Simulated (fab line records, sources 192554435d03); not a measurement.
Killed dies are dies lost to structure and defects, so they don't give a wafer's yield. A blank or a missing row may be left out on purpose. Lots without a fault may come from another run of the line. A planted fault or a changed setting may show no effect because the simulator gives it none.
Split-lot experiment | flow n5_finfet | 7 lots, 21 wafers read, on a route of 1938 steps

THE SPLIT
At N5_SD_EPI_N_ETCH_16 (etches SiO2 in CHF3/O2, target depth 5 nm), the setting target_depth_a was moved away from the recipe's 50 angstrom on 8 of the 21 wafers read, by -8.4% to +12.0%. The other wafers ran this setting at the recipe's value.

The reading is taken at the split's own step.

THE READING
etch.depth_nm (the simulator's own value, which no gauge read), in nm, at N5_SD_EPI_N_ETCH_16 (etches SiO2 in CHF3/O2, target depth 5 nm). The file gives no usual value for it. The 13 wafers here that ran the recipe average 5.030 nm, standard deviation 0.095 nm.

wafer  | tool, chamber at the split | target_depth_a as run, angstrom | against the recipe | etch.depth_nm, nm | against lot-mates on the recipe
L075.2 | rie_diel-02, 1             | 50                              | recipe             | 4.958             | -
L075.5 | rie_diel-02, 1             | 46.75                           | -6.5%              | 4.596             | -0.362
L075.6 | rie_diel-02, 0             | 46.75                           | -6.5%              | 4.719             | -0.239
L080.1 | rie_diel-06, 1             | 50                              | recipe             | 4.924             | -
L080.2 | rie_diel-06, 2             | 50                              | recipe             | 5.03              | -
L080.3 | rie_diel-06, 3             | 50                              | recipe             | 4.904             | -
L083.1 | rie_diel-01, 1             | 45.8                            | -8.4%              | 4.517             | -0.587
L083.4 | rie_diel-01, 0             | 50                              | recipe             | 5.104             | -
L083.6 | rie_diel-01, 2             | 45.8                            | -8.4%              | 4.501             | -0.603
L086.2 | rie_diel-01, 0             | 50                              | recipe             | 5.092             | -
L086.3 | rie_diel-01, 1             | 52.66                           | +5.3%              | 5.21              | +0.118
L086.4 | rie_diel-01, 2             | 52.66                           | +5.3%              | 5.251             | +0.159
L087.2 | rie_diel-01, 3             | 50                              | recipe             | 5.168             | -
L087.3 | rie_diel-01, 0             | 55.99                           | +12.0%             | 5.717             | +0.630
L087.4 | rie_diel-01, 1             | 50                              | recipe             | 5.006             | -
L088.1 | rie_diel-06, 0             | 50                              | recipe             | 5.184             | -
L088.4 | rie_diel-06, 1             | 54.99                           | +10.0%             | 5.441             | +0.279
L088.5 | rie_diel-06, 0             | 50                              | recipe             | 5.141             | -
L096.2 | rie_diel-06, 3             | 50                              | recipe             | 4.91              | -
L096.4 | rie_diel-06, 1             | 50                              | recipe             | 4.961             | -
L096.6 | rie_diel-06, 1             | 50                              | recipe             | 5.01              | -

THE FIT
A straight line over all 21 wafers: etch.depth_nm changes by +0.0535 nm for each +1% of target_depth_a; r = +0.95; the points scatter about the line by 0.092 nm.
The same after taking each lot's own level away (the mean of its wafers on the recipe; 21 wafers): +0.0491 nm for each +1%; r = +0.94; scatter 0.09 nm.
On that fit, the largest move of target_depth_a shifts the reading by 0.59 nm.
The lots' own levels span 4.9527 to 5.1625 nm, that is 2.2 times the standard deviation above.
So the lot-to-lot level changes the slope little: the two slopes agree.
Check: with one of the wafers moved furthest among these (+12.0%) left out of the fit, the line predicts +0.518 nm for it against its lot-mates. It came out at +0.63 nm against them.

OTHER SPLITS ON THESE WAFERS
These wafers also went through other splits before the reading. Each is held against what the fit with the lots' levels taken away leaves over:
other split on the same wafers        | wafers away from the commonest value | r with etch.depth_nm (lot level and that fit taken away)
N5_ZERO_LAYER_PECVD_02 time_s         | 4                                    | +0.30
N5_ZERO_LAYER_COAT_05 spin_rpm        | 2                                    | +0.32
N5_WELL_APT_COAT_02 spin_rpm          | 8                                    | +0.01
N5_FIN_SAQP_PECVD_47 time_s           | 9                                    | +0.15
N5_FIN_SAQP_DEVELOP_15 develop_time_s | 8                                    | +0.27
N5_DUMMY_GATE_COAT_35 spin_rpm        | 7                                    | +0.05
N5_DUMMY_GATE_COAT_28 spin_rpm        | 9                                    | +0.09

THE FILE'S OWN FIT
etch.depth_nm changes by +0.0469 nm for each +1% of target_depth_a, r = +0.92.
